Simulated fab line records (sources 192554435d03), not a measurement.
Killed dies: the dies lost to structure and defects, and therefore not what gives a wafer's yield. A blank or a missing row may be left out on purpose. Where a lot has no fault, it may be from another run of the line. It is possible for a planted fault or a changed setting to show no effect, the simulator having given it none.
fab line records ; flow n5_finfet
record: lots: 6; wafers: 16; last_day: 18
route steps=1938 shown BEOL_M3@965 BEOL_M4@1111
lots that met no fault: from a run of the same line without faults
start_h: start of the lot's first displayed wafer, in hours after the record's first day ; wait_h: how many hours have passed since the lot's step before this one ; " repeats the value in the row above ; L1.1+2: several wafers, shown together as one row ; - either no value or no given start ; * or withheld: withheld ; < > ~ a bound
route shown NAME@n: names a module that has steps shown in the file, with the first one's number in the route ; usual: mean/standard deviation of fault-free wafers ; same: alike in all rows ; chamber/n: place in a boat ; sites: the reading at each site ; _std_site: the standard deviation of these ; _edge_site: the outer-site mean with the inner-site mean subtracted ; radius_mm: how far each site lies from the wafer's centre ; mask NAME#n: copy n ; behind: the tool/chamber that last shaped the wafer ; hold: the reason the lot was held/the length of the hold in hours/how it ended ; device: the transistor (n, p or np) that didn't switch ; end of line: the same wafers' tests at the end of the route ; for a step that has no rows: nothing shown but its recipe ; killed: the dies lost at the first sort to structure and to defects; this is not the yield of the wafer ; map: per-die view of a wafer (x killed, . not killed, _ where there is no die)
set.NAME: the setting as run; set.NAME@STEP: as run at that earlier step ; model.NAME: the simulator's own value behind a step, which no gauge read
certain route steps with their lots: each step a table, each wafer a row
services: from which hour (start_h, from the record's first day; less than 0 if before it) a tool's chamber was out of use, for how many hours, and why
== steps ==
step: N5_BEOL_M3_DEVELOP_27
recipe: develop_time_s: 30; developer: TMAH; resist: CAR-EUV; rinse_liquid: surfactant_rinse; dry: air_spin; dev_temp_c: 23
step: N5_BEOL_M3_CD_MEAS_28
recipe: target_cd_nm: 25.7; landing_energy_ev: 500; detector: se_inlens; target_cd_y_nm: 23.3; polarity: opening
usual: cd_nm: 25.68/0.22
lot.wafer;tool;chamber;start_h;wait_h;cd_nm
L505.1;cd_sem-01;0;149.48;-;25.70
L505.3;cd_sem-01;0;149.48;-;25.67
L505.5;cd_sem-01;0;149.48;-;25.63
L515.2;cd_sem-01;0;215.57;-;25.53
L515.6;cd_sem-01;0;215.57;-;25.53
L517.2;cd_sem-03;0;222.40;-;25.58
L517.5;cd_sem-03;0;222.40;-;25.54
L519.2;cd_sem-01;0;235.16;-;25.69
L519.3;cd_sem-01;0;235.16;-;25.65
L519.4;cd_sem-01;0;235.16;-;25.63
L522.3;cd_sem-03;0;262.48;-;25.48
L522.5;cd_sem-03;0;262.48;-;25.74
L522.6;cd_sem-03;0;262.48;-;25.63
L527.2;cd_sem-03;0;304.50;-;25.97
L527.4;cd_sem-03;0;304.50;-;25.80
L527.6;cd_sem-03;0;304.50;-;25.90
step: N5_BEOL_M3_OVL_MEAS_29
recipe: points_per_wafer: 522
usual: V2_OVL: 0.0/0.67
same: points_per_wafer: 522
lot.wafer;tool;chamber;start_h;wait_h;V2_OVL[nm]
L505.1;overlay-02;0;149.51;0.0;-0.6
L505.3;overlay-02;0;149.51;0.0;0.3
L505.5;overlay-02;0;149.51;0.0;-0.8
L515.2;overlay-02;0;215.60;0.0;-0.4
L515.6;overlay-02;0;215.60;0.0;-0.8
L517.2;overlay-01;0;222.44;0.0;-0.5
L517.5;overlay-01;0;222.44;0.0;0.0
L519.2;overlay-02;0;235.19;0.0;0.0
L519.3;overlay-02;0;235.19;0.0;-1.3
L519.4;overlay-02;0;235.19;0.0;-1.0
L522.3;overlay-01;0;262.52;0.0;0.3
L522.5;overlay-01;0;262.52;0.0;0.2
L522.6;overlay-01;0;262.52;0.0;0.6
L527.2;overlay-01;0;304.53;0.0;0.1
L527.4;overlay-01;0;304.53;0.0;0.7
L527.6;overlay-01;0;304.53;0.0;1.3
step: N5_BEOL_M3_INSPECT_30
recipe: mode: adi; inspect_instrument: brightfield
usual: raw_defect_count: 411/88
lot.wafer;tool;chamber;start_h;wait_h;raw_defect_count
L505.1;defect_inspect-01;-;149.57;0.1;318
L505.3;defect_inspect-01;-;149.57;0.1;341
L505.5;defect_inspect-01;-;149.57;0.1;278
L515.2;defect_inspect-02;-;215.65;0.0;391
L515.6;defect_inspect-02;-;215.65;0.0;288
L517.2;defect_inspect-01;-;222.49;0.0;363
L517.5;defect_inspect-01;-;222.49;0.0;545
L519.2;defect_inspect-01;-;235.24;0.0;366
L519.3;defect_inspect-01;-;235.24;0.0;424
L519.4;defect_inspect-01;-;235.24;0.0;315
L522.3;defect_inspect-02;-;262.56;0.0;378
L522.5;defect_inspect-02;-;262.56;0.0;543
L522.6;defect_inspect-02;-;262.56;0.0;661
L527.2;defect_inspect-01;-;304.59;0.0;420
L527.4;defect_inspect-01;-;304.59;0.0;352
L527.6;defect_inspect-01;-;304.59;0.0;412
step: N5_BEOL_M3_DESCUM_33
recipe: chemistry: O2; time_s: 7; source_power_w: 50; bias_power_w: 20; pressure_mtorr: 20; rf_frequency_hz: 2.712e+07; temp_c: 40; resist: CAR-EUV; o2_flow_sccm: 225
usual: drypump_motor_current_A: 5.8/0.43; oes_product_au: 0.78/0.091; rf_vpp_V: 242.7/1.4; showerhead_plenum_p_Torr: 2.06/0.067; throttle_valve_pct: 20.37/0.28
lot.wafer;tool;chamber;start_h;wait_h;drypump_motor_current_A;oes_product_au;rf_hours_counter_h;rf_vpp_V;showerhead_plenum_p_Torr;throttle_valve_pct
L505.1;rie_diel-03;1;149.60;0.0;4.7;0.67;245;244.0;2.14;20.49
L505.3;rie_diel-03;0;149.60;0.0;6.1;0.77;168;241.3;2.01;20.59
L505.5;rie_diel-03;0;149.60;0.0;6.1;0.77;-;240.3;2.01;20.58
L515.2;rie_diel-04;3;215.69;0.0;5.8;0.71;226;242.5;2.07;20.64
L515.6;rie_diel-04;2;215.69;0.0;5.7;0.97;-;242.0;2.05;20.23
L517.2;rie_diel-04;1;222.52;0.0;6.1;0.74;171;245.8;2.17;20.31
L517.5;rie_diel-04;1;222.52;0.0;6.1;0.74;-;244.8;2.17;20.32
L519.2;rie_diel-03;1;235.30;0.1;4.7;0.95;12;245.0;2.14;20.11
L519.3;rie_diel-03;0;235.30;0.1;6.1;0.74;194;242.7;2.00;20.62
L519.4;rie_diel-03;2;235.30;0.1;6.2;0.72;182;241.4;1.99;20.39
L522.3;rie_diel-04;2;263.04;0.5;5.7;0.92;19;243.5;2.04;20.23
L522.5;rie_diel-04;1;263.04;0.5;6.1;0.74;-;243.9;2.17;20.34
L522.6;rie_diel-04;0;263.04;0.5;5.6;0.68;-;242.3;2.06;20.77
L527.2;rie_diel-02;2;304.62;0.0;5.2;0.88;35;241.2;2.05;20.01
L527.4;rie_diel-02;0;304.62;0.0;5.7;0.71;180;244.2;2.08;20.66
L527.6;rie_diel-02;0;304.62;0.0;5.7;0.72;-;242.6;2.08;20.68
step: N5_BEOL_M3_ETCH_77
recipe: chemistry: N2/H2; target: underlayer; target_depth_a: 65; mask_material: CAR-EUV; time_s: 5.2; ion_energy_ev: 200; pressure_mtorr: 30; source_w: 840; bias_w: 150; n2_flow_sccm: 200; h2_flow_sccm: 200; ends: cleared
usual: drypump_motor_current_A: 5.8/0.43; etch_rf_on_time_s: 5.20/0.094; n2_flow_sccm: 200.0/0.63; oes_product_au: 0.66/0.078; rf_vpp_V: 522.9/2.6; showerhead_plenum_p_Torr: 2.50/0.083; throttle_valve_pct: 17.82/0.28
lot.wafer;tool;chamber;start_h;wait_h;drypump_motor_current_A;etch_rf_on_time_s;n2_flow_sccm;oes_product_au;rf_hours_counter_h;rf_vpp_V;showerhead_plenum_p_Torr;throttle_valve_pct
L505.1;rie_diel-03;1;149.63;0.0;4.7;5.26;199.6;0.57;245;529.6;2.60;17.93
L505.3;rie_diel-03;0;149.63;0.0;6.1;5.23;200.1;0.65;168;518.5;2.43;17.83
L505.5;rie_diel-03;0;149.63;0.0;6.1;5.27;200.4;0.64;-;521.8;2.43;17.85
L515.2;rie_diel-04;3;215.72;0.0;5.9;5.32;199.0;0.60;226;522.4;2.51;18.10
L515.6;rie_diel-04;2;215.72;0.0;5.7;5.17;200.6;0.83;-;523.8;2.49;17.65
L517.2;rie_diel-04;1;222.56;0.0;6.1;5.15;201.1;0.64;171;525.9;2.65;17.81
L517.5;rie_diel-04;1;222.56;0.0;6.1;5.23;200.0;0.63;-;526.7;2.65;17.81
L519.2;rie_diel-03;1;235.34;0.0;4.7;4.92;199.4;0.82;12;526.2;2.59;17.49
L519.3;rie_diel-03;0;235.34;0.0;6.1;5.20;200.0;0.63;194;519.5;2.42;17.89
L519.4;rie_diel-03;2;235.34;0.0;6.2;5.18;200.6;0.61;182;523.0;2.43;17.99
L522.3;rie_diel-04;2;263.07;0.0;5.7;5.14;200.2;0.79;19;523.1;2.49;17.70
L522.5;rie_diel-04;1;263.07;0.0;6.1;5.25;200.3;0.62;-;527.9;2.64;17.83
L522.6;rie_diel-04;0;263.07;0.0;5.6;5.26;201.2;0.59;-;524.3;2.51;18.15
L527.2;rie_diel-02;2;304.65;0.0;5.2;5.07;201.7;0.76;35;521.8;2.48;17.30
L527.4;rie_diel-02;0;304.65;0.0;5.7;5.31;199.7;0.60;180;525.7;2.53;18.14
L527.6;rie_diel-02;0;304.65;0.0;5.7;5.33;200.7;0.60;-;522.1;2.53;18.13
step: N5_BEOL_M3_ETCH_69
recipe: chemistry: CF4; target: SiARC; target_depth_a: 156; mask_material: CAR-EUV; time_s: 26; ion_energy_ev: 80; pressure_mtorr: 40; source_w: 545; bias_w: 36; Ar_flow_sccm: 100; cf4_flow_sccm: 100; ends: cleared
usual: drypump_motor_current_A: 5.8/0.43; etch_rf_on_time_s: 26.0/0.42; oes_product_au: 0.66/0.079; rf_vpp_V: 183.8/1.1; showerhead_plenum_p_Torr: 2.11/0.066; throttle_valve_pct: 15.59/0.28
lot.wafer;tool;chamber;start_h;wait_h;drypump_motor_current_A;etch_rf_on_time_s;oes_product_au;rf_hours_counter_h;rf_vpp_V;showerhead_plenum_p_Torr;throttle_valve_pct
L505.1;rie_diel-03;1;149.65;0.0;4.7;25.7;0.58;245;184.2;2.19;15.78
L505.3;rie_diel-03;0;149.65;0.0;6.1;26.3;0.65;168;184.3;2.05;15.71
L505.5;rie_diel-03;0;149.65;0.0;6.1;26.0;0.65;-;184.2;2.05;15.72
L515.2;rie_diel-04;3;215.74;0.0;5.8;26.3;0.61;226;184.7;2.11;15.85
L515.6;rie_diel-04;2;215.74;0.0;5.7;25.6;0.83;-;183.8;2.12;15.45
L517.2;rie_diel-04;1;222.58;0.0;6.1;26.1;0.64;171;184.9;2.22;15.56
L517.5;rie_diel-04;1;222.58;0.0;6.1;26.1;0.64;-;184.8;2.22;15.55
L519.2;rie_diel-03;1;235.36;0.0;4.7;24.8;0.83;12;184.3;2.19;15.29
L519.3;rie_diel-03;0;235.36;0.0;6.1;26.0;0.64;194;183.4;2.04;15.79
L519.4;rie_diel-03;2;235.36;0.0;6.2;26.0;0.61;182;183.0;2.05;15.67
L522.3;rie_diel-04;2;263.09;0.0;5.7;25.6;0.79;19;183.2;2.11;15.49
L522.5;rie_diel-04;1;263.09;0.0;6.1;26.0;0.63;-;185.4;2.22;15.58
L522.6;rie_diel-04;0;263.09;0.0;5.6;25.8;0.59;-;183.8;2.11;16.00
L527.2;rie_diel-02;2;304.67;0.0;5.1;25.1;0.76;35;184.2;2.09;15.11
L527.4;rie_diel-02;0;304.67;0.0;5.7;26.6;0.61;180;183.3;2.14;15.87
L527.6;rie_diel-02;0;304.67;0.0;5.7;26.4;0.61;-;185.1;2.14;15.89
step: N5_BEOL_M3_ALD_98
recipe: material: SiO2; target_thk_a: 25; temp_c: 100; ald_precursor_family: BDEAS; ald_co_reactant: O2-plasma; pulse_time_s: 1; co_reactant_pulse_time_s: 1; purge_time_s: 2; co_reactant_purge_time_s: 2; ald_cycles: 17; pressure_torr: 2
step: N5_BEOL_M3_ETCHBACK_99
recipe: chemistry: CHF3; target: SiO2; target_depth_a: 50; time_s: 10.4; source_w: 215; bias_w: 47; Ar_flow_sccm: 200; CHF3_flow_sccm: 12; ion_energy_ev: 100; pressure_mtorr: 30
usual: drypump_motor_current_A: 5.8/0.4; oes_product_au: 0.77/0.091; rf_vpp_V: 240.0/2.5; showerhead_plenum_p_Torr: 2.12/0.068; throttle_valve_pct: 17.07/0.26
lot.wafer;tool;chamber;start_h;wait_h;drypump_motor_current_A;oes_product_au;rf_hours_counter_h;rf_vpp_V;showerhead_plenum_p_Torr;throttle_valve_pct
L505.1;rie_diel-04;2;150.49;0.6;5.7;0.68;239;239.6;2.13;17.32
L505.3;rie_diel-04;1;150.49;0.6;6.1;0.77;148;246.0;2.24;16.96
L505.5;rie_diel-04;0;150.49;0.6;5.6;0.71;-;239.2;2.14;17.36
L515.2;rie_diel-04;3;216.20;0.3;5.9;0.72;226;239.5;2.12;17.30
L515.6;rie_diel-04;0;216.20;0.3;5.6;0.69;-;239.5;2.13;17.41
L517.2;rie_diel-04;0;224.80;1.2;5.6;0.69;217;240.7;2.13;17.42
L517.5;rie_diel-04;0;224.80;1.2;5.6;0.69;-;241.7;2.13;17.41
L519.2;rie_diel-03;2;236.00;0.2;6.2;0.72;182;239.0;2.06;17.12
L519.3;rie_diel-03;3;236.00;0.2;6.2;0.78;122;235.4;2.08;17.08
L519.4;rie_diel-03;0;236.00;0.2;6.1;0.74;194;240.8;2.05;17.26
L522.3;rie_diel-02;0;263.46;0.1;5.7;0.71;171;240.2;2.15;17.37
L522.5;rie_diel-02;0;263.46;0.1;5.7;0.72;-;240.8;2.16;17.38
L522.6;rie_diel-02;1;263.46;0.1;5.7;0.74;-;236.4;1.98;16.70
L527.2;rie_diel-04;2;305.63;0.8;5.7;0.88;35;238.7;2.11;16.96
L527.4;rie_diel-04;1;305.63;0.8;6.1;0.72;-;246.0;2.22;17.07
L527.6;rie_diel-04;0;305.63;0.8;5.6;0.66;-;240.0;2.12;17.45
step: N5_BEOL_M3_ETCH_70
recipe: chemistry: N2/H2; target: SOC; target_depth_a: 800; overetch_a: 160; mask_material: SiARC; temp_c: 40; time_s: 120; ion_energy_ev: 200; pressure_mtorr: 30; source_w: 840; bias_w: 150; n2_flow_sccm: 200; h2_flow_sccm: 200
usual: drypump_motor_current_A: 5.8/0.4; n2_flow_sccm: 200.0/0.58; oes_product_au: 0.59/0.064; rf_vpp_V: 523.0/2.4; showerhead_plenum_p_Torr: 2.51/0.082; throttle_valve_pct: 17.81/0.27
lot.wafer;tool;chamber;start_h;wait_h;drypump_motor_current_A;n2_flow_sccm;oes_product_au;rf_hours_counter_h;rf_vpp_V;showerhead_plenum_p_Torr;throttle_valve_pct
L505.1;rie_diel-04;2;150.52;0.0;5.7;199.0;0.53;239;523.1;2.50;18.01
L505.3;rie_diel-04;1;150.52;0.0;6.1;198.7;0.59;148;526.9;2.66;17.70
L505.5;rie_diel-04;0;150.52;0.0;5.6;200.6;0.55;-;524.1;2.52;18.06
L515.2;rie_diel-04;3;216.24;0.0;5.9;200.7;0.55;226;522.5;2.51;18.07
L515.6;rie_diel-04;0;216.24;0.0;5.6;199.9;0.53;-;524.2;2.51;18.11
L517.2;rie_diel-04;0;224.83;0.0;5.6;199.3;0.53;217;523.3;2.51;18.11
L517.5;rie_diel-04;0;224.83;0.0;5.6;200.4;0.53;-;523.3;2.51;18.10
L519.2;rie_diel-03;2;236.04;0.0;6.2;200.8;0.55;182;521.8;2.43;17.95
L519.3;rie_diel-03;3;236.04;0.0;6.2;200.0;0.60;122;521.4;2.45;17.84
L519.4;rie_diel-03;0;236.04;0.0;6.1;200.3;0.57;194;521.7;2.42;17.83
L522.3;rie_diel-02;0;263.50;0.0;5.7;199.5;0.56;171;523.9;2.53;18.09
L522.5;rie_diel-02;0;263.50;0.0;5.7;200.2;0.55;-;522.0;2.53;18.10
L522.6;rie_diel-02;1;263.50;0.0;5.7;200.1;0.57;-;518.3;2.33;17.40
L527.2;rie_diel-04;2;305.66;0.0;5.7;200.0;0.67;35;523.1;2.48;17.68
L527.4;rie_diel-04;1;305.66;0.0;6.1;198.7;0.55;-;527.3;2.63;17.83
L527.6;rie_diel-04;0;305.66;0.0;5.6;200.1;0.52;-;523.1;2.50;18.15
step: N5_BEOL_M3_STRIP_71
recipe: chemistry: N2/H2; temp_c: 40; n2_flow_sccm: 200; h2_flow_sccm: 200; rf_frequency_hz: 6e+07
step: N5_BEOL_M3_STRIP_78
recipe: chemistry: N2/H2; temp_c: 40; n2_flow_sccm: 200; h2_flow_sccm: 200; rf_frequency_hz: 6e+07
step: N5_BEOL_M3_VIA_ETCH_34
recipe: chemistry: C4F6/O2; target_depth_a: 694; mask_material: SOC; pressure_mtorr: 15; ion_energy_ev: 250; taper_deg: 4; time_s: 65.9; source_w: 350; bias_w: 170; Ar_flow_sccm: 300; C4F6_flow_sccm: 10; O2_flow_sccm: 10
usual: drypump_motor_current_A: 5.8/0.4; oes_product_au: 0.77/0.091; rf_vpp_V: 664/6.5; showerhead_plenum_p_Torr: 2.80/0.086; throttle_valve_pct: 30.71/0.27
lot.wafer;tool;chamber;start_h;wait_h;drypump_motor_current_A;oes_product_au;rf_hours_counter_h;rf_vpp_V;showerhead_plenum_p_Torr;throttle_valve_pct;model.etch.depth_nm;model.SOC_of_BEOL_M3_COAT_67.thk_nm
L505.1;rie_diel-04;2;150.62;0.0;5.7;0.67;239;660;2.81;30.92;67.15;52.2
L505.3;rie_diel-04;1;150.62;0.0;6.1;0.76;148;676;2.96;30.53;68.44;52.2
L505.5;rie_diel-04;0;150.62;0.0;5.6;0.71;-;665;2.82;30.98;68.94;52.2
L515.2;rie_diel-04;3;216.34;0.0;5.8;0.87;226;661;2.80;30.90;91.46;49.8
L515.6;rie_diel-04;0;216.34;0.0;5.6;0.83;-;666;2.81;31.03;91.15;49.6
L517.2;rie_diel-04;0;224.93;0.0;5.6;0.83;217;667;2.81;31.04;91.36;49.2
L517.5;rie_diel-04;0;224.93;0.0;5.6;0.69;-;667;2.81;31.01;68.69;52.2
L519.2;rie_diel-03;2;236.14;0.0;6.2;0.72;182;660;2.72;30.75;67.95;52.2
L519.3;rie_diel-03;3;236.14;0.0;6.2;0.78;122;652;2.74;30.82;68.94;51.8
L519.4;rie_diel-03;0;236.14;0.0;6.1;0.75;194;667;2.71;30.81;68.66;51.8
L522.3;rie_diel-02;0;263.60;0.0;5.7;0.72;171;662;2.85;31.14;68.71;52.2
L522.5;rie_diel-02;0;263.60;0.0;5.7;0.71;-;661;2.85;31.12;68.49;52.4
L522.6;rie_diel-02;1;263.60;0.0;5.7;0.75;-;654;2.62;30.20;70.29;52
L527.2;rie_diel-04;2;305.76;0.0;5.7;0.88;35;660;2.79;30.77;69.38;52
L527.4;rie_diel-04;1;305.76;0.0;6.1;0.72;-;675;2.93;30.58;67.99;52
L527.6;rie_diel-04;0;305.76;0.0;5.6;0.67;-;665;2.80;31.03;68.52;52
step: N5_BEOL_M3_STRIP_83
recipe: chemistry: C4F6/O2; resist: SiARC; rf_frequency_hz: 6e+07
step: N5_BEOL_M4_RC_MEAS_101
usual: DIBL_N: 35.7/1.3; DIBL_P: 35.4/1.8; IOFF_N: 0.152/0.027; IOFF_P: 0.20/0.034; ION_N: 672/9.8; ION_P: 461/7.5; SS_N: 71.4/0.55; SS_P: 73.1/0.61; VT_N: 251/3.3; VT_P: -251/3.6
lot.wafer;tool;chamber;start_h;wait_h;DIBL_N[mV/V];DIBL_P[mV/V];IOFF_N[nA/um];IOFF_P[nA/um];ION_N[uA/um];ION_P[uA/um];SS_N[mV/dec];SS_P[mV/dec];VT_N[mV];VT_P[mV]
L505.1;prober-01;0;167.82;0.0;36.3;36.0;0.147;0.20;667;467;71.1;74.3;252;-249
L505.3;prober-01;0;167.82;0.0;36.4;34.7;0.148;0.19;672;462;71.3;73.3;250;-249
L505.5;prober-01;0;167.82;0.0;35.3;34.6;0.136;0.18;673;462;71.4;73.1;253;-251
L515.2;prober-02;0;237.08;0.2;37.4;34.8;0.190;0.21;674;461;71.8;72.5;244;-247
L515.6;prober-02;0;237.08;0.2;38.1;37.5;0.214;0.26;677;469;72.4;73.6;244;-244
L517.2;prober-02;0;241.49;0.4;35.9;35.9;0.141;0.19;665;454;71.2;73.2;253;-252
L517.5;prober-02;0;241.49;0.4;34.6;33.9;0.126;0.17;658;454;71.0;72.2;255;-256
L519.2;prober-01;0;256.24;0.2;38.1;37.4;0.178;0.22;667;456;71.9;74.0;248;-251
L519.3;prober-01;0;256.24;0.2;37.8;36.4;0.179;0.20;676;455;72.1;74.4;249;-253
L519.4;prober-01;0;256.24;0.2;35.4;34.7;0.144;0.17;678;452;71.8;72.4;249;-255
L522.3;prober-02;0;280.97;0.3;36.0;35.6;0.147;0.22;670;469;70.9;72.6;251;-246
L522.5;prober-02;0;280.97;0.3;35.9;35.6;0.153;0.23;679;468;71.2;74.3;247;-249
L522.6;prober-02;0;280.97;0.3;37.2;36.6;0.167;0.25;683;472;72.2;73.5;251;-245
L527.2;prober-02;0;318.63;0.2;33.7;33.3;0.112;0.18;669;470;70.2;72.8;255;-250
L527.4;prober-02;0;318.63;0.2;32.7;31.1;0.097;0.15;661;459;71.1;72.6;258;-252
L527.6;prober-02;0;318.63;0.2;32.1;30.5;0.093;0.16;651;457;70.2;72.6;257;-253
== services ==
tool;chamber;start_h;hours;kind
rie_diel-02;1;128.59;14.5;repair
rie_diel-02;2;143.09;-;clean
rie_diel-02;2;143.09;-;consumable_replace:focus_ring
rie_diel-02;2;143.09;35.0;scheduled_down
rie_diel-02;2;143.09;35.0;vent_cycle
rie_diel-03;1;170.57;-;clean
rie_diel-03;1;170.57;-;consumable_replace:focus_ring
rie_diel-03;1;170.57;23.4;scheduled_down
rie_diel-03;1;170.57;23.4;vent_cycle
rie_diel-02;3;178.06;-;clean
rie_diel-02;3;178.06;-;consumable_replace:focus_ring
rie_diel-02;3;178.06;12.3;scheduled_down
rie_diel-04;2;185.70;-;clean
rie_diel-04;2;185.70;-;consumable_replace:focus_ring
rie_diel-04;2;185.70;13.5;scheduled_down
rie_diel-04;2;185.70;13.5;vent_cycle
rie_diel-04;2;250.08;2.5;repair
rie_diel-04;3;257.50;8.1;repair
rie_diel-02;-;270.26;14.6;pm
rie_diel-02;-;289.47;0.3;repair
rie_diel-04;3;298.96;-;clean
rie_diel-04;3;298.96;-;consumable_replace:focus_ring
rie_diel-04;3;298.96;20.0;scheduled_down
rie_diel-04;3;298.96;20.0;vent_cycle
== key ==
first_sign none at tools or gauges
model_effect: step: N5_BEOL_M3_VIA_ETCH_34; value: etch.depth_nm; without: 68.37; struck: 91.33
met_at N5_BEOL_M3_VIA_ETCH_34
struck_wafers L515.2,L515.6,L517.2
onset_between 150.62 216.34
fault: kind: process_parameter_drift; tool: rie_diel-04; chamber: -; onset_h: 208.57; steps: N5_BEOL_M3_VIA_ETCH_34; channel: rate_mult; offset: 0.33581; shape: step; end_h: 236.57; scope: struck_wafers_only
